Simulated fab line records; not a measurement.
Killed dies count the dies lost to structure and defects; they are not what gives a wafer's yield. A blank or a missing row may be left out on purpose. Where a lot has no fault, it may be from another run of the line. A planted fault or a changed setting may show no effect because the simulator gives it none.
Struck lot and sound lot, side by side || flow n5 finfet || 15 out of 1938 route steps
Sound: wafers L814.2, L814.3, L814.4. Struck: wafer L835.5. (L835.1, L835.6 of the same lot were not struck and are left out.) The cause comes at the end.
At each step with rows: each side's tool, then ch and its chambers, then its first start. Under that, the readings that differ: sound wafers || struck wafers || difference of the means || sigmas: that difference in standard deviations of wafers without a fault.
alike: readings with means less than 2 such deviations apart, plus words and numbers identical on both sides. not compared: withheld readings, readings lacking a value on some wafer, bounds such as >300 that could conceal the same value, and numbers that have no deviation in the record and whose values overlap.
A row with sigmas, a row that says differs or no value, or rows on one side alone: a step with any of these is where the two part. When numbers do not overlap yet have no deviation, they are printed without sigmas and do not part them. Lack of a reading on every wafer of one side parts them only where that side has two or more wafers.

first, 1 step without rows for these wafers: N5_BEOL_M2_CMP_52 (polishes, stops on SiOC, t overpolish 6.8 s, target thk 40 nm).
N5_BEOL_M2_THK_MEAS_53: measures by xrf.
  struck on film metro-01, day 12 18:50; sound on film metro-01, day 8 16:28
  alike: M2_THK
N5_BEOL_M2_PRE_CLEAN_60: time 15 s.
  sound on cvd co-01 ch 0,1,2, day 8 16:32; struck on cvd co-01 ch 0, day 12 18:52
  alike: heater power outer w, heater power w
  not compared: since wet clean h
N5_BEOL_M2_CO_CAP_55: material Co, precursor CCTBA/H2, target thk 2 nm, time 102.1 s.
  sound on cvd co-01 ch 0,1,2, day 8 16:35; struck on cvd co-01 ch 0, day 12 18:55
  alike: heater power outer w, heater power w
  not compared: since wet clean h
then, 2 steps without rows for these wafers: N5_BEOL_M2_PRE_CLEAN_56 (time 15 s); N5_BEOL_M2_DEP_57 (deposits SiCN from 3MS/NH3, target thk 8 nm, time 14 s).
N5_BEOL_M2_RS_MEAS_58: the measuring method here is four-point-probe.
  struck on film metro-02, day 12 19:05; sound on film metro-01, day 8 16:46
  alike: M2_RS
N5_BEOL_M2_INSPECT_59: inspects for defects (darkfield).
  struck on defect inspect-02, day 12 19:07; sound on defect inspect-02, day 8 16:47
  alike: raw defect count
N5_BEOL_M3_ILD_DEP_00: deposits SiOC from DEMS/O2, target thk 79 nm, time 15.3 s.
  sound on pecvd-04 ch 0,1, day 8 16:49; struck on pecvd-02 ch 1, day 12 19:09
  alike: heater power outer w, heater power w, showerhead plenum p Torr, showerhead vpp V, throttle valve pct
  not compared: since wet clean h
N5_BEOL_M3_THK_MEAS_01:
  struck on film metro-01, day 12 19:14; sound on film metro-01, day 8 16:53
  alike: M3_ILD_THK
N5_BEOL_M3_PECVD_72: deposits SiO2 from TEOS/O2, target thk 16 nm, time 18 s.
  sound on pecvd-03 ch 0,1, day 8 16:56; struck on pecvd-03 ch 0, day 12 19:17
  alike: heater power outer w, heater power w, showerhead plenum p Torr, showerhead vpp V, throttle valve pct
  not compared: since wet clean h
N5_BEOL_M3_HM_DEP_02: deposits TiN, target thk 20 nm.
  struck on pvd sputter-03, day 12 21:15; sound on pvd sputter-01, day 8 18:20
{"reading": "throttle valve pct (%)", "sound": "31.0 30.8 31.7", "struck": 29.0, "difference": -2.2, "sigmas": -2}
N5_BEOL_M3_COAT_61: time 60 s, resist thk 60 nm.
  sound on litho track-01 ch 0, day 8 18:28; struck on litho track-02 ch 0, day 12 21:23
{"reading": "heater power total W (W)", "sound": "497.9 498.7 498.6", "struck": 567.9, "difference": "+69.5", "sigmas": "+39"}
{"reading": "run length s (s)", "sound": "65.97 66.06 66.28", "struck": 54.05, "difference": -12.05, "sigmas": -93}
then, 1 step without rows for these wafers: N5_BEOL_M3_COAT_62 (time 60 s, resist thk 12 nm).
N5_BEOL_M4_RC_MEAS_101:
  sound on prober-02 ch 0, day 9 21:12; struck on prober-01 ch 0, day 14 05:52
  alike: DIBL_N, DIBL_P, IOFF_N, IOFF_P, ION_N, ION_P, SS_N, SS_P, VT_N, VT_P

== WHERE THEY PART ==
Earliest at N5_BEOL_M3_HM_DEP_02; latest, in this record, at N5_BEOL_M3_COAT_61. Later steps at which nothing parts them and some readings are alike: N5_BEOL_M4_RC_MEAS_101.

WHY: whatever the simulator had introduced
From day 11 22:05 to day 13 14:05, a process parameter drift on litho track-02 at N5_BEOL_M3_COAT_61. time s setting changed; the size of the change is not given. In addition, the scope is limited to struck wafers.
